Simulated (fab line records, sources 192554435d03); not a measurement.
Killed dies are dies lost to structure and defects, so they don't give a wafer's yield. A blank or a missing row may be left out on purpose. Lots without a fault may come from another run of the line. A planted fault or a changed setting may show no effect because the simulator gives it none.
Chamber matching | flow n5_finfet | N5_BEOL_M14_DESCUM_15 on rie_diel-05: 4 sister chambers
The step chemistry O2, time 7.9 s. 4 wafers are shown with their chamber, then 7 later ones without.

WAFERS WITH THEIR CHAMBER
wafer  | chamber | showerhead_plenum_p_Torr (Torr)
L267.5 | 3       | 2.05
L268.3 | 1       | 2.08
L275.2 | 2       | 2.20
L275.3 | 0       | 2.00

WAFERS WITHOUT THEIR CHAMBER
wafer  | showerhead_plenum_p_Torr (Torr)
L275.4 | 2.08
L280.3 | 2.19
L280.4 | 2.03
L280.5 | 2.03
L287.1 | 2.03
L287.2 | 2.00
L287.5 | 2.00

WHICH CHAMBER EACH WENT THROUGH
wafer  | from the rows above     | in truth
L275.4 | 1                       | 1
L280.3 | 2                       | 2
L280.4 | can't be placed: 3 or 0 | 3
L280.5 | can't be placed: 3 or 0 | 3
L287.1 | can't be placed: 3 or 0 | 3
L287.2 | 0                       | 0
L287.5 | 0                       | 0
Placed correctly: 4 of 7. Can't be placed from these rows: 3 (the true chamber is among the candidates in 3). Placed wrongly: 0.
How it was worked out, from the rows above alone: a wafer's distance from a chamber is the root of the sum, over the readings, of the square of ((its reading less the chamber's mean) divided by the reading's scatter). The wafer belongs to the nearest chamber; if the next one is less than 2 further off, it can't be placed. A chamber's mean is the mean of its shown wafers. The scatter: with one shown wafer a chamber, the root of the mean of the squares of how far each hidden wafer lies from its nearest shown one.
